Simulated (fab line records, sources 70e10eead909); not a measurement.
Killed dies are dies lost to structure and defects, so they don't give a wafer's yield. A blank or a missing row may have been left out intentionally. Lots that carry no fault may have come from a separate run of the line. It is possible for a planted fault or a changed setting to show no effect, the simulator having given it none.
Which tool did it?    flow nand harc    21 wafers from 7 lots sampled at 3 of the route's 1159 steps

== WHAT THE GAUGES READ, wafer by wafer ==
NHARC_P_GATE_INSPECT_68.
lot   measured      on                 raw defect count
L298  day 5 16:08   defect inspect-01  265 242 199
L299  day 6 04:10   defect inspect-02  128 105 126
L302  day 6 14:59   defect inspect-01  154 248 178
L305  day 7 07:43   defect inspect-01  122 91 136
L307  day 8 04:23   defect inspect-02  833 925 998
L316  day 10 08:13  defect inspect-01  347 267 326
L319  day 10 23:16  defect inspect-02  215 316 328

== EACH LOT AND THE TOOL THAT RAN IT (in order: tool; ch and the chambers of the sampled wafers; start) ==
lot   NHARC_P_GATE_STRIP_35                NHARC_P_GATE_DEGAS_109
L298  wet bench-02 ch 0,1,3, day 4 22:18   pvd sputter-02, day 5 15:11
L299  wet bench-02 ch 4,6,7, day 5 10:39   pvd sputter-03, day 6 03:13
L302  wet bench-02 ch 0,6,7, day 5 21:25   pvd sputter-02, day 6 14:02
L305  wet bench-05 ch 2,5,6, day 6 13:55   pvd sputter-03, day 7 06:41
L307  wet bench-02 ch 2,3,4, day 7 10:50   pvd sputter-03, day 8 03:16
L316  wet bench-05 ch 3,5,6, day 9 13:31   pvd sputter-03, day 10 06:13
L319  wet bench-05 ch 1,3,5, day 10 05:54  pvd sputter-03, day 10 22:16
- NHARC_P_GATE_STRIP_35: strips in SPM, time 600 s.
- NHARC_P_GATE_DEGAS_109: time 60 s.

== THE ANSWER, worked out from the rows above alone ==
Rule: the lots themselves supply what counts as usual. The widest of any qualifying gaps counts: lots, ordered by their means at a reading, are off when they make up no more than a third of the lots, leave a main group of 4 or more, and stand apart from it by 3 or more times the standard deviation of that group's means. If all means in a main group match to the digits the tables above print for the reading, that group is not used. A lot without any number at a reading at which 4 lots or more have one is off too. Where the step has rows for the other lots, those lots are counted as sound.
Off: L307 (NHARC_P_GATE_INSPECT_68, raw defect count). Mean 211 and standard deviation 76 in the main group.
A tool fits if, at a process step before that reading, it ran every lot that is off, and no sound lot after the first of them. Those tools and the gauges at NHARC_P_GATE_INSPECT_68 are tried in the same way. One fits: NHARC_P_GATE_STRIP_35 on wet bench-02. A fault onset in the window from L302 (day 5 21:25, its last sound lot) to L307 (day 7 10:50, its first lot off) fits.

== WHAT THE SIMULATOR PUT IN ==
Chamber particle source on wet bench-02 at NHARC_P_GATE_STRIP_35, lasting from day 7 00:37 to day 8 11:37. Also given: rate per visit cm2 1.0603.
Struck lots among those shown: L307. The rule above reached the same finding.
